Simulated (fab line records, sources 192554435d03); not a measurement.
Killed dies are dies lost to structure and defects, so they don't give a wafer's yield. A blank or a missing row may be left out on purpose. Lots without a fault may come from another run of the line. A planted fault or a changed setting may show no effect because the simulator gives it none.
Chamber matching | flow n5_finfet | N5_BEOL_M5_CURE_79 on uv_cure-03: 3 sister chambers
The step cures SiCOH lowk, time 240 s. 16 wafers are shown with their chamber, then 8 later ones without.

WAFERS WITH THEIR CHAMBER
wafer  | chamber | wafer_temp_C_max | lamp_power_pct (%)
L074.3 | 2       | 386.4            | 52.39
L074.4 | 2       | 386.2            | 52.30
L074.5 | 2       | 386.2            | 52.27
L075.1 | 1       | 387.9            | 52.38
L075.2 | 1       | 387.9            | 52.21
L075.5 | 1       | 388.1            | 52.35
L079.2 | 2       | 386.1            | 52.33
L079.4 | 2       | 386.2            | 52.37
L079.6 | 2       | 385.7            | 52.22
L084.1 | 0       | 387.5            | 52.27
L084.3 | 0       | 387.2            | 52.27
L084.6 | 0       | 387.3            | 52.23
L088.2 | 2       | 386.1            | 52.30
L088.4 | 2       | 386.6            | 52.28
L088.5 | 2       | 386.4            | 52.14
L092.1 | 2       | 385.8            | 52.28

SIGNATURES (means of the wafers above)
reading          | chamber 0 | chamber 1 | chamber 2 | scatter within a chamber
wafer_temp_C_max | 387.333   | 387.967   | 386.170   | 0.238
lamp_power_pct   | 52.2567   | 52.3133   | 52.2880   | 0.07
Rule: a wafer's distance from a chamber is the root of the sum, over the readings, of the square of ((its reading less the chamber's mean) divided by the reading's scatter). The wafer belongs to the nearest chamber; if the next one is less than 2 further off, it can't be placed. The scatter: the root of (the sum of the squares of (reading less its chamber's mean) over the shown wafers, divided by (wafers less chambers)).

WAFERS WITHOUT THEIR CHAMBER
wafer  | wafer_temp_C_max | lamp_power_pct (%)
L092.3 | 386.3            | 52.37
L092.4 | 386.8            | 52.30
L095.2 | 387.6            | 52.26
L095.3 | 388.2            | 52.33
L095.5 | 388.0            | 52.27
L096.1 | 388.9            | 52.27
L096.2 | 388.6            | 52.30
L096.4 | 389.3            | 52.28

WHICH CHAMBER EACH WENT THROUGH
wafer  | from the rows above     | in truth
L092.3 | 2                       | 2
L092.4 | can't be placed: 0 or 2 | 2
L095.2 | can't be placed: 0 or 1 | 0
L095.3 | 1                       | 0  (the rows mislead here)
L095.5 | 1                       | 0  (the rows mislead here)
L096.1 | 1                       | 1
L096.2 | 1                       | 1
L096.4 | 1                       | 1
Placed correctly: 4 of 8. Can't be placed from these rows: 2 (the true chamber is among the candidates in 2). Placed wrongly: 2.
